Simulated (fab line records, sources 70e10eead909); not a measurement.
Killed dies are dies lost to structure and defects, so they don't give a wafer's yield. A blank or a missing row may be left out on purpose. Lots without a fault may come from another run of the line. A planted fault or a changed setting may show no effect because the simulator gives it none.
fab line records | flow nand_harc
record lots=24 wafers=72 last_day=34
route steps=1302 shown A_CONTACT@1008
lots that met no fault: from a run of the same line without faults
start_h: hours from the record's first day to the start of the lot's first wafer shown | wait_h: hours since the lot's step before | " the same as in the row above | L1.1+2: a row that stands for several wafers | - no value, or no start given | * or withheld: withheld | < > ~ a bound
route shown NAME@n: a module of which the file shows steps, and the number in the route of the first | usual: mean/standard deviation of fault-free wafers | same: alike in all rows | chamber/n: place in a boat | sites: the reading at each site | _std_site: their standard deviation | _edge_site: outer sites' mean less inner sites' | radius_mm: how far each site lies from the wafer's centre | mask NAME#n: copy n | behind: the tool/chamber that last shaped the wafer | hold: why the lot was held/for how many hours/how that ended | device: the transistor (n, p or np) that didn't switch | end of line: the same wafers' tests at the end of the route | a step without rows: its recipe alone | killed: dies lost to structure and defects at the first sort, not the wafer's yield | map: a wafer's dies, x killed, . not, _ none there
set.NAME: the setting as run; set.NAME@STEP: as run at that earlier step | model.NAME: the simulator's own value behind a step, which no gauge read
steps of the route over a sample of lots; a table a step, a row a wafer
services: from which hour (start_h, from the record's first day; less than 0 if before it) a tool's chamber was out of use, for how many hours, and why
## steps
# step NHARC_A_CONTACT_ETCH_114
# recipe source_w=withheld pressure_mtorr=20 bias_v=3000 time_s=190 target_depth_a=18500 ar_flow_sccm=withheld c4f8_flow_sccm=withheld o2_flow_sccm=withheld chemistry=C4F8/O2/Ar
# columns lot.wafer tool chamber start_h wait_h rf_hours_counter_h
L075.2 har_cap_etch-02 1 505.80 0.1 84
L075.3 " 1 " " -
L075.5 " 0 " " -
L076.1 har_cap_etch-03 1 505.85 0.1 38
L076.2 " 0 " " 38
L076.5 " 1 " " -
L074.3 har_cap_etch-02 1 511.78 0.1 -
L074.4 " 0 " " -
L074.5 " 1 " " -
L077.2 har_cap_etch-01 1 516.34 0.1 0
L077.4 " 1 " " -
L077.6 " 1 " " -
L078.1 har_cap_etch-03 1 516.61 0.1 40
L078.2 " 0 " " 40
L078.4 " 1 " " -
L080.1 har_cap_etch-03 0 528.66 0.1 44
L080.2 " 1 " " 44
L080.4 " 0 " " -
L079.2 har_cap_etch-02 1 537.63 0.1 95
L079.5 " 1 " " -
L079.6 " 0 " " -
L084.1 har_cap_etch-03 0 576.48 0.1 50
L084.3 " 0 " " -
L084.5 " 0 " " -
L082.1 har_cap_etch-02 1 580.17 0.1 98
L082.5 " 0 " " -
L082.6 " 1 " " -
L081.1 har_cap_etch-03 0 587.00 0.1 52
L081.2 " 1 " " 52
L081.4 " 1 " " -
L083.1 har_cap_etch-02 0 587.37 0.2 101
L083.3 " 0 " " -
L083.4 " 1 " " -
L085.3 har_cap_etch-03 0 599.35 0.1 -
L085.4 " 1 " " -
L085.5 " 0 " " -
L086.1 har_cap_etch-01 0 603.04 0.1 17
L086.5 " 1 " " -
L086.6 " 0 " " -
L088.1 har_cap_etch-03 1 626.37 0.1 61
L088.4 " 0 " " -
L088.6 " 1 " " -
L089.2 har_cap_etch-02 1 631.21 0.2 109
L089.3 " 1 " " -
L089.6 " 0 " " -
L087.1 har_cap_etch-03 0 637.01 0.1 63
L087.4 " 0 " " -
L087.6 " 1 " " -
L091.2 har_cap_etch-02 1 649.46 0.1 113
L091.1 " 0 " " 113
L091.3 " 1 " " -
L090.1 har_cap_etch-03 1 652.63 0.1 67
L090.3 " 0 " " -
L090.6 " 0 " " -
L092.3 har_cap_etch-01 1 657.05 0.1 -
L092.4 " 0 " " -
L092.6 " 0 " " -
L094.1 har_cap_etch-02 1 671.44 0.1 118
L094.4 " 0 " " -
L094.3 " 1 " " -
L093.2 har_cap_etch-01 0 672.71 0.1 31
L093.4 " 1 " " -
L093.5 " 1 " " -
L097.1 har_cap_etch-03 0 708.34 0.2 76
L097.2 " 1 " " 76
L097.5 " 1 " " -
L096.1 har_cap_etch-02 1 713.86 0.1 123
L096.3 " 0 " " -
L096.6 " 0 " " -
L095.4 har_cap_etch-02 1 726.53 0.1 -
L095.3 " 0 " " -
L095.6 " 0 " " -
# step NHARC_A_CONTACT_OVL_MEAS_70
# usual overlay_x_nm=0.0/0.74 overlay_y_nm=-0.2/0.98
# columns lot.wafer tool chamber start_h wait_h overlay_x_nm overlay_y_nm
L075.2 overlay-02 - 514.23 - -0.4 1.2
L075.3 " - " " -0.8 0.6
L075.5 " - " " -1.0 0.2
L076.1 overlay-01 - 517.32 - -0.1 1.5
L076.2 " - " " -0.1 1.1
L076.5 " - " " -0.4 1.6
L074.3 overlay-02 - 520.88 - 0.1 1.0
L074.4 " - " " 0.8 1.3
L074.5 " - " " 0.1 1.4
L077.2 overlay-01 - 524.19 - 1.4 1.0
L077.4 " - " " 1.1 1.3
L077.6 " - " " 1.9 1.1
L078.1 overlay-02 - 524.46 - -0.2 -1.9
L078.2 " - " " -0.2 -1.3
L078.4 " - " " -0.2 -1.8
L080.1 overlay-02 - 538.35 - 0.4 0.5
L080.2 " - " " 0.8 1.2
L080.4 " - " " 0.8 0.8
L079.2 overlay-01 - 546.27 - -0.7 0.8
L079.5 " - " " -1.2 0.4
L079.6 " - " " -0.5 -0.3
L084.1 overlay-01 - 584.20 - -1.2 0.7
L084.3 " - " " -1.5 0.4
L084.5 " - " " -1.6 0.4
L082.1 overlay-01 - 589.91 - 1.9 0.9
L082.5 " - " " 1.4 1.0
L082.6 " - " " 1.3 1.3
L083.1 overlay-01 - 596.55 - -0.7 -2.0
L083.3 " - " " -0.5 -2.4
L083.4 " - " " -0.5 -2.3
L081.1 overlay-02 - 596.58 - 0.0 -0.7
L081.2 " - " " -0.1 -0.3
L081.4 " - " " -0.4 -1.1
L085.3 overlay-01 - 607.28 - -0.8 0.0
L085.4 " - " " -0.6 -0.1
L085.5 " - " " -0.7 -0.5
L086.1 overlay-01 - 616.00 - 0.6 -1.2
L086.5 " - " " 0.4 -0.3
L086.6 " - " " 0.5 -0.4
L088.1 overlay-01 - 634.17 - 0.4 -0.9
L088.4 " - " " 0.8 -0.1
L088.6 " - " " 0.8 -1.1
L089.2 overlay-02 - 640.15 - -0.5 -1.2
L089.3 " - " " -0.6 -1.2
L089.6 " - " " -0.7 -1.2
L087.1 overlay-01 - 645.17 - -0.1 -0.6
L087.4 " - " " 0.3 -0.7
L087.6 " - " " 0.1 -0.6
L091.1 overlay-02 - 657.17 - 0.1 -0.5
L091.2 " - " " 0.1 -0.7
L091.3 " - " " -0.5 -0.5
L090.1 overlay-01 - 660.78 - -0.2 -1.4
L090.3 " - " " 0.4 -1.5
L090.6 " - " " 0.1 -1.4
L092.3 overlay-02 - 664.75 - 0.8 1.2
L092.4 " - " " 1.1 0.0
L092.6 " - " " 0.7 0.1
L094.1 overlay-01 - 681.59 - 1.0 0.1
L094.3 " - " " 0.3 0.6
L094.4 " - " " 1.0 0.5
L093.2 overlay-02 - 684.70 - 0.1 -0.8
L093.4 " - " " 0.7 0.2
L093.5 " - " " 0.4 -0.2
L097.1 overlay-02 - 717.66 - 0.4 0.2
L097.2 " - " " -0.6 0.6
L097.5 " - " " -0.2 0.2
L096.1 overlay-02 - 722.27 - -0.2 -1.2
L096.3 " - " " -0.7 -0.8
L096.6 " - " " -0.2 -1.1
L095.3 overlay-01 - 737.00 - 0.3 0.1
L095.4 " - " " -0.1 0.3
L095.6 " - " " 0.2 0.2
# step NHARC_A_CONTACT_ETCH_78
# recipe target_depth_a=53000 over_etch_frac=0.3 time_s=1378 ion_energy_ev=150 o2_flow_sccm=400 cos_flow_sccm=20 ar_flow_sccm=0 rf_w=500 bias_w=300 chemistry=O2/COS
# usual drypump_motor_current_A=5.98/0.29 oes_product_au=1.001/0.01 rf_vpp_V=314.8/1.7 showerhead_plenum_p_Torr=3.17/0.1 throttle_valve_pct=28.330/0.0088
# columns lot.wafer tool chamber start_h wait_h drypump_motor_current_A oes_product_au rf_hours_counter_h rf_vpp_V showerhead_plenum_p_Torr throttle_valve_pct
L075.2 rie_diel-01 2 - - 6.22 1.014 37 311.6 2.91 28.331
L075.3 " 1 " " 5.90 1.009 44 315.4 3.14 28.324
L075.5 " 3 " " 5.66 0.997 - 312.2 3.01 28.321
L076.2 rie_diel-04 1 - - 6.14 1.006 27 314.3 3.15 28.328
L076.1 " 2 " " 6.00 1.000 24 316.5 3.28 28.326
L076.5 " 0 " " 6.38 0.979 - 312.4 3.13 28.329
L074.3 rie_diel-04 1 - - 6.12 1.010 27 315.2 3.15 28.326
L074.4 " 3 " " 5.98 1.005 20 317.6 3.27 28.341
L074.5 " 1 " " 6.12 1.009 - 314.2 3.15 28.319
L077.4 rie_diel-04 2 - - 5.99 1.012 26 317.1 3.28 28.334
L077.2 " 0 " " 6.37 0.993 29 313.3 3.12 28.311
L077.6 " 2 " " 5.99 0.995 - 315.9 3.28 28.326
L078.4 rie_diel-04 0 - - 6.40 0.989 29 314.6 3.12 28.321
L078.1 " 1 " " 6.13 1.008 30 314.8 3.15 28.330
L078.2 " 3 " " 5.97 1.002 22 315.2 3.27 28.352
L080.4 rie_diel-01 0 - - 5.44 1.003 51 315.9 3.35 28.339
L080.1 " 1 " " 5.92 1.005 53 314.7 3.14 28.331
L080.2 " 3 " " 5.67 0.987 46 311.3 3.00 28.323
L079.2 rie_diel-04 2 - - 6.01 0.997 1 316.9 3.27 28.335
L079.5 " 2 " " 6.02 0.996 - 316.2 3.27 28.314
L079.6 " 3 " " 5.98 1.001 - 314.9 3.27 28.327
L084.1 rie_diel-08 3 - - 5.83 1.012 8 313.4 3.05 28.339
L084.3 " 2 " " 5.59 1.024 9 312.9 3.03 28.343
L084.5 " 3 " " 5.82 1.012 - 312.7 3.05 28.327
L082.1 rie_diel-04 2 - - 6.03 0.995 6 316.0 3.27 28.333
L082.6 " 1 " " 6.15 1.003 - 313.5 3.14 28.344
L082.5 " 2 " " 6.01 0.999 - 317.0 3.27 28.329
L083.4 rie_diel-08 1 - - 5.61 0.994 16 316.0 3.20 28.339
L083.3 " 3 " " 5.88 0.999 16 313.0 3.05 28.323
L083.1 " 0 " " 5.36 1.009 17 314.1 3.13 28.331
L081.1 rie_diel-01 1 - - 5.90 0.995 10 314.4 3.13 28.314
L081.4 " 2 " " 6.18 1.018 9 316.9 3.37 28.342
L081.2 " 0 " " 5.43 0.999 12 317.2 3.34 28.331
L085.3 rie_diel-04 3 - - 5.97 0.988 10 315.7 3.27 28.330
L085.4 " 1 " " 6.13 1.011 - 312.9 3.14 28.327
L085.5 " 2 " " 6.01 1.009 - 316.4 3.27 28.333
L086.1 rie_diel-04 2 - - 6.00 0.987 12 316.7 3.27 28.327
L086.6 " 3 " " 5.97 0.994 - 316.3 3.27 28.334
L086.5 " 0 " " 6.43 0.994 - 312.9 3.12 28.326
L088.4 rie_diel-04 0 - - 6.40 1.008 6 315.1 3.12 28.325
L088.1 " 2 " " 6.00 1.006 14 316.1 3.27 28.320
L088.6 " 0 " " 6.43 1.003 - 314.6 3.12 28.331
L089.3 rie_diel-04 0 - - 6.42 0.988 7 314.3 3.12 28.329
L089.2 " 1 " " 6.13 1.006 15 314.0 3.14 28.329
L089.6 " 1 " " 6.14 0.999 - 313.9 3.14 28.334
L087.1 rie_diel-04 0 - - 6.42 0.995 9 314.2 3.12 28.331
L087.4 " 1 " " 6.14 1.000 17 314.0 3.14 28.343
L087.6 " 3 " " 5.98 0.997 - 314.5 3.26 28.321
L091.2 rie_diel-08 2 - - 5.58 1.008 34 313.6 3.02 28.332
L091.1 " 3 " " 5.87 0.998 35 312.0 3.04 28.336
L091.3 " 1 " " 5.58 0.996 35 314.5 3.19 28.330
L090.3 rie_diel-01 2 - - 6.22 1.013 29 317.9 3.36 28.340
L090.1 " 1 " " 5.90 0.996 27 313.4 3.12 28.328
L090.6 " 3 " " 5.66 0.996 - 312.0 2.99 28.333
L092.4 rie_diel-04 0 - - 6.42 0.990 14 313.9 3.12 28.331
L092.3 " 2 " " 6.02 0.983 20 316.5 3.27 28.313
L092.6 " 0 " " 6.40 0.997 - 313.6 3.12 28.340
L094.1 rie_diel-01 0 - - 5.44 0.990 35 316.5 3.33 28.336
L094.4 " 1 " " 5.93 1.014 32 312.7 3.12 28.332
L094.3 " 3 " " 5.69 1.004 35 312.1 2.98 28.331
L093.2 rie_diel-04 0 - - 6.40 1.004 18 314.0 3.12 28.343
L093.4 " 3 " " 5.97 1.002 25 316.6 3.26 28.340
L093.5 " 1 " " 6.13 1.009 - 313.6 3.13 28.325
L097.2 rie_diel-08 3 - - 5.87 0.995 54 312.9 3.03 28.330
L097.1 " 1 " " 5.58 0.995 56 314.8 3.18 28.337
L097.5 " 3 " " 5.86 0.997 - 314.2 3.03 28.332
L096.1 rie_diel-04 2 - - 6.01 0.992 1 316.2 3.26 28.338
L096.3 " 3 " " 5.97 1.015 1 317.0 3.26 28.347
L096.6 " 1 " " 6.13 1.007 - 313.7 3.13 28.304
L095.3 rie_diel-04 0 - - 6.43 1.005 5 314.0 3.11 28.335
L095.4 " 2 " " 6.02 0.985 5 317.0 3.26 28.327
L095.6 " 3 " " 5.98 1.019 - 315.5 3.26 28.323
# step NHARC_A_CONTACT_ETCH_125
# recipe source_w=withheld pressure_mtorr=20 bias_v=3000 time_s=197 target_depth_a=19180 ar_flow_sccm=withheld c4f8_flow_sccm=withheld o2_flow_sccm=withheld chemistry=C4F8/O2/Ar
# columns lot.wafer tool chamber start_h wait_h rf_hours_counter_h
L075.2 har_cap_etch-02 1 516.26 0.2 88
L075.3 " 1 " " -
L075.5 " 0 " " -
L076.2 har_cap_etch-02 1 519.17 0.2 90
L076.1 " 0 " " 90
L076.5 " 0 " " -
L074.3 har_cap_etch-01 1 522.77 0.2 -
L074.4 " 0 " " -
L074.5 " 1 " " -
L077.2 har_cap_etch-03 1 526.27 0.2 42
L077.4 " 1 " " -
L077.6 " 1 " " -
L078.1 har_cap_etch-02 1 527.15 0.2 91
L078.2 " 0 " " 91
L078.4 " 0 " " -
L080.2 har_cap_etch-01 0 540.34 0.2 8
L080.1 " 1 " " 8
L080.4 " 0 " " -
L079.2 har_cap_etch-03 0 548.10 0.2 47
L079.6 " 0 " " -
L079.5 " 1 " " -
L084.1 har_cap_etch-01 0 586.14 0.2 11
L084.3 " 1 " " -
L084.5 " 1 " " -
L082.1 har_cap_etch-01 1 592.22 0.2 13
L082.6 " 1 " " -
L082.5 " 0 " " -
L083.1 har_cap_etch-02 1 598.40 0.2 103
L083.4 " 1 " " -
L083.3 " 0 " " -
L081.2 har_cap_etch-01 1 598.53 0.2 15
L081.1 " 0 " " 15
L081.4 " 0 " " -
L085.4 har_cap_etch-01 1 609.58 0.2 -
L085.3 " 0 " " -
L085.5 " 0 " " -
L086.1 har_cap_etch-03 1 617.85 0.2 59
L086.5 " 1 " " -
L086.6 " 0 " " -
L088.1 har_cap_etch-01 1 636.02 0.2 22
L088.4 " 1 " " -
L088.6 " 0 " " -
L089.2 har_cap_etch-02 0 642.09 0.2 111
L089.3 " 0 " " -
L089.6 " 1 " " -
L087.1 har_cap_etch-03 0 647.39 0.2 65
L087.4 " 1 " " -
L087.6 " 1 " " -
L091.2 har_cap_etch-03 0 659.03 0.2 69
L091.1 " 1 " " 69
L091.3 " 1 " " -
L090.1 har_cap_etch-02 1 662.72 0.2 116
L090.3 " 0 " " -
L090.6 " 1 " " -
L092.3 har_cap_etch-01 0 666.70 0.2 -
L092.4 " 1 " " -
L092.6 " 0 " " -
L094.1 har_cap_etch-01 1 683.68 0.2 33
L094.4 " 0 " " -
L094.3 " 1 " " -
L093.2 har_cap_etch-03 1 686.56 0.2 74
L093.4 " 1 " " -
L093.5 " 0 " " -
L097.1 har_cap_etch-01 1 719.50 0.2 36
L097.2 " 0 " " 36
L097.5 " 0 " " -
L096.1 har_cap_etch-03 1 724.14 0.2 78
L096.3 " 1 " " -
L096.6 " 1 " " -
L095.3 har_cap_etch-01 1 740.02 0.2 -
L095.4 " 0 " " -
L095.6 " 1 " " -
# step NHARC_A_CONTACT_ETCH_129
# recipe source_w=withheld pressure_mtorr=20 bias_v=3000 time_s=197 target_depth_a=19180 ar_flow_sccm=withheld c4f8_flow_sccm=withheld o2_flow_sccm=withheld chemistry=C4F8/O2/Ar
# columns lot.wafer tool chamber start_h wait_h rf_hours_counter_h
L075.2 har_cap_etch-02 1 516.97 0.1 89
L075.3 " 1 " " -
L075.5 " 0 " " -
L076.2 har_cap_etch-02 1 519.88 0.1 90
L076.1 " 0 " " 90
L076.5 " 0 " " -
L074.3 har_cap_etch-01 1 523.48 0.1 -
L074.4 " 0 " " -
L074.5 " 1 " " -
L077.2 har_cap_etch-03 1 526.98 0.1 43
L077.4 " 1 " " -
L077.6 " 1 " " -
L078.1 har_cap_etch-02 1 527.86 0.1 92
L078.2 " 0 " " 92
L078.4 " 0 " " -
L080.2 har_cap_etch-01 0 541.04 0.1 9
L080.1 " 1 " " 9
L080.4 " 0 " " -
L079.2 har_cap_etch-03 0 548.81 0.1 48
L079.6 " 0 " " -
L079.5 " 1 " " -
L084.1 har_cap_etch-01 0 586.84 0.1 12
L084.3 " 1 " " -
L084.5 " 1 " " -
L082.1 har_cap_etch-01 1 592.93 0.1 14
L082.6 " 1 " " -
L082.5 " 0 " " -
L083.1 har_cap_etch-02 1 599.10 0.1 103
L083.4 " 1 " " -
L083.3 " 0 " " -
L081.2 har_cap_etch-01 1 599.24 0.1 16
L081.1 " 0 " " 16
L081.4 " 0 " " -
L085.4 har_cap_etch-01 1 610.53 0.2 -
L085.3 " 0 " " -
L085.5 " 0 " " -
L086.1 har_cap_etch-03 1 618.55 0.1 59
L086.5 " 1 " " -
L086.6 " 0 " " -
L088.1 har_cap_etch-01 1 636.73 0.1 23
L088.4 " 1 " " -
L088.6 " 0 " " -
L089.2 har_cap_etch-02 0 643.03 0.2 111
L089.3 " 0 " " -
L089.6 " 1 " " -
L087.1 har_cap_etch-03 0 648.09 0.1 66
L087.4 " 1 " " -
L087.6 " 1 " " -
L091.2 har_cap_etch-03 0 659.74 0.1 70
L091.1 " 1 " " 70
L091.3 " 1 " " -
L090.1 har_cap_etch-02 1 663.43 0.1 117
L090.3 " 0 " " -
L090.6 " 1 " " -
L092.3 har_cap_etch-01 0 667.40 0.1 -
L092.4 " 1 " " -
L092.6 " 0 " " -
L094.1 har_cap_etch-01 1 684.39 0.1 33
L094.4 " 0 " " -
L094.3 " 1 " " -
L093.2 har_cap_etch-03 1 687.26 0.1 74
L093.4 " 1 " " -
L093.5 " 0 " " -
L097.1 har_cap_etch-01 1 720.20 0.1 37
L097.2 " 0 " " 37
L097.5 " 0 " " -
L096.1 har_cap_etch-03 1 724.85 0.1 78
L096.3 " 1 " " -
L096.6 " 1 " " -
L095.3 har_cap_etch-01 1 740.72 0.1 -
L095.4 " 0 " " -
L095.6 " 1 " " -
# step NHARC_A_CONTACT_ETCH_132
# recipe source_w=withheld pressure_mtorr=20 bias_v=3000 time_s=197 target_depth_a=19240 ar_flow_sccm=withheld c4f8_flow_sccm=withheld o2_flow_sccm=withheld chemistry=C4F8/O2/Ar
# columns lot.wafer tool chamber start_h wait_h rf_hours_counter_h
L075.2 har_cap_etch-02 1 517.50 0.1 89
L075.3 " 1 " " -
L075.5 " 0 " " -
L076.2 har_cap_etch-02 1 520.41 0.1 91
L076.1 " 0 " " 91
L076.5 " 0 " " -
L074.3 har_cap_etch-01 1 524.00 0.1 -
L074.4 " 0 " " -
L074.5 " 1 " " -
L077.2 har_cap_etch-03 1 527.51 0.1 43
L077.4 " 1 " " -
L077.6 " 1 " " -
L078.1 har_cap_etch-02 1 528.39 0.1 93
L078.2 " 0 " " 93
L078.4 " 0 " " -
L080.2 har_cap_etch-01 0 541.57 0.1 9
L080.1 " 1 " " 9
L080.4 " 0 " " -
L079.2 har_cap_etch-03 0 549.34 0.1 49
L079.6 " 0 " " -
L079.5 " 1 " " -
L084.1 har_cap_etch-01 0 587.38 0.1 12
L084.3 " 1 " " -
L084.5 " 1 " " -
L082.1 har_cap_etch-01 1 593.45 0.1 14
L082.6 " 1 " " -
L082.5 " 0 " " -
L083.1 har_cap_etch-02 1 599.63 0.1 104
L083.4 " 1 " " -
L083.3 " 0 " " -
L081.2 har_cap_etch-01 1 599.76 0.1 16
L081.1 " 0 " " 16
L081.4 " 0 " " -
L085.4 har_cap_etch-01 1 611.24 0.2 -
L085.3 " 0 " " -
L085.5 " 0 " " -
L086.1 har_cap_etch-03 1 619.08 0.1 60
L086.5 " 1 " " -
L086.6 " 0 " " -
L088.1 har_cap_etch-01 1 637.26 0.1 23
L088.4 " 1 " " -
L088.6 " 0 " " -
L089.2 har_cap_etch-02 0 643.74 0.2 112
L089.3 " 0 " " -
L089.6 " 1 " " -
L087.1 har_cap_etch-03 0 648.63 0.1 66
L087.4 " 1 " " -
L087.6 " 1 " " -
L091.2 har_cap_etch-03 0 660.27 0.1 70
L091.1 " 1 " " 70
L091.3 " 1 " " -
L090.1 har_cap_etch-02 1 663.95 0.1 117
L090.3 " 0 " " -
L090.6 " 1 " " -
L092.3 har_cap_etch-01 0 667.93 0.1 -
L092.4 " 1 " " -
L092.6 " 0 " " -
L094.1 har_cap_etch-01 1 684.92 0.1 34
L094.4 " 0 " " -
L094.3 " 1 " " -
L093.2 har_cap_etch-03 1 687.79 0.1 75
L093.4 " 1 " " -
L093.5 " 0 " " -
L097.1 har_cap_etch-01 1 720.73 0.1 37
L097.2 " 0 " " 37
L097.5 " 0 " " -
L096.1 har_cap_etch-03 1 725.38 0.1 79
L096.3 " 1 " " -
L096.6 " 1 " " -
L095.3 har_cap_etch-01 1 741.25 0.1 -
L095.4 " 0 " " -
L095.6 " 1 " " -
## services
# columns tool chamber start_h hours kind
rie_diel-04 0 486.49 - clean
rie_diel-04 1 486.49 - clean
rie_diel-04 2 486.49 - clean
rie_diel-04 3 486.49 - clean
har_cap_etch-01 - 498.07 17.0 pm
har_cap_etch-01 0 498.07 17.0 vent_cycle
har_cap_etch-01 1 498.07 17.0 vent_cycle
rie_diel-08 - 498.61 5.7 repair
rie_diel-04 3 502.59 2.6 repair
har_cap_etch-01 0 515.07 - clean
har_cap_etch-01 1 515.07 - clean
har_cap_etch-03 - 531.50 0.2 repair
rie_diel-04 - 531.99 9.0 pm
rie_diel-08 - 548.91 9.0 pm
rie_diel-01 - 557.90 9.0 pm
rie_diel-04 1 562.54 2.9 repair
rie_diel-04 0 572.98 42.3 repair
rie_diel-01 - 591.56 0.6 repair
rie_diel-01 3 694.14 21.7 repair
rie_diel-01 0 704.05 3.3 repair
rie_diel-04 - 708.99 9.0 pm
rie_diel-01 0 714.89 28.9 repair
rie_diel-08 - 725.94 9.0 pm
rie_diel-01 - 734.92 9.0 pm
## key
fault none
